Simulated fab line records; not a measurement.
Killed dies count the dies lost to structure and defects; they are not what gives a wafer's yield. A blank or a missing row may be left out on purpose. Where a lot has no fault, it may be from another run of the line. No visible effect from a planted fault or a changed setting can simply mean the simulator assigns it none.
Matching of chambers -- flow n5 finfet -- N5_GATE_CUT_CMP_23 on cmp-04 has 4 sister chambers
The step polishes, stops on SiO2, t overpolish 23.4 s, target thk 16 nm. 24 wafers are shown with their chamber, then 12 later ones without.

## WAFERS, EACH WITH ITS CHAMBER
wafer,chamber,motor current A (A),platen rpm (rpm),time to endpoint s (s)
L077.1,3,8.4,51.83,22.2
L077.5,2,10.6,51.80,18.7
L077.6,1,7.5,51.85,21.3
L078.1,3,8.2,51.80,20.2
L078.2,0,9.0,51.77,22.2
L078.3,2,10.2,51.83,19.5
L079.1,0,8.3,51.80,22.1
L079.2,2,9.7,51.83,22.4
L079.3,3,8.5,51.71,21.6
L080.2,3,8.8,51.74,18.9
L080.5,1,7.3,51.72,18.7
L080.6,0,8.6,51.77,22.4
L082.2,3,8.4,51.77,20.2
L082.5,0,8.8,51.77,21.0
L082.6,1,7.5,51.81,20.7
L084.1,2,9.9,51.84,21.6
L084.3,0,8.6,51.79,23.8
L084.6,3,8.9,51.74,25.1
L086.2,3,8.4,51.78,20.0
L086.5,2,10.3,51.84,19.2
L086.6,1,7.6,51.79,20.6
L089.1,2,10.1,51.84,18.0
L089.3,3,8.1,51.72,23.0
L089.6,0,8.6,51.78,21.9

SIGNATURES (averages over the wafers above)
reading,chamber 0,chamber 1,chamber 2,chamber 3,scatter within a chamber
motor current A,8.650,7.475,10.133,8.463,0.258
platen rpm,51.7800,51.7925,51.8300,51.7613,0.0337
time to endpoint s,22.233,20.325,19.900,21.400,1.59
Rule: a wafer's distance from a chamber is the root of the sum, over the readings, of the square of ((its reading less the chamber's mean) divided by the reading's scatter). The wafer belongs to the nearest chamber; if the next one is less than 2 further off, it can't be placed. The scatter is the square root of a quotient: the sum, over the shown wafers, of each reading's squared deviation from its chamber's mean, divided by wafers minus chambers.

## WAFERS MISSING THEIR CHAMBER
wafer,motor current A (A),platen rpm (rpm),time to endpoint s (s)
L091.1,8.3,51.78,20.7
L091.5,8.5,51.79,18.6
L091.6,10.2,51.81,17.5
L093.1,8.1,51.77,18.8
L093.2,10.7,51.78,18.6
L093.4,7.8,51.79,20.3
L094.2,10.3,51.84,15.3
L094.4,8.3,51.85,18.9
L094.6,10.5,51.80,16.4
L096.2,8.6,51.80,21.5
L096.4,7.8,51.78,19.5
L096.6,7.6,51.74,19.3

## WHICH CHAMBER EACH WENT THROUGH
wafer,from the rows above,in truth
L091.1,can't be placed: 3 or 0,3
L091.5,can't be placed: 3 or 0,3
L091.6,2,2
L093.1,can't be placed: 3 or 1 or 0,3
L093.2,2,2
L093.4,can't be placed: 1 or 3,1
L094.2,2,2
L094.4,can't be placed: 3 or 0 or 1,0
L094.6,2,2
L096.2,can't be placed: 0 or 3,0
L096.4,can't be placed: 1 or 3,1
L096.6,can't be placed: 1 or 3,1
Placed correctly: 4 of 12. Can't be placed from these rows: 8 (the true chamber is among the candidates in 8). Wrongly placed: 0.
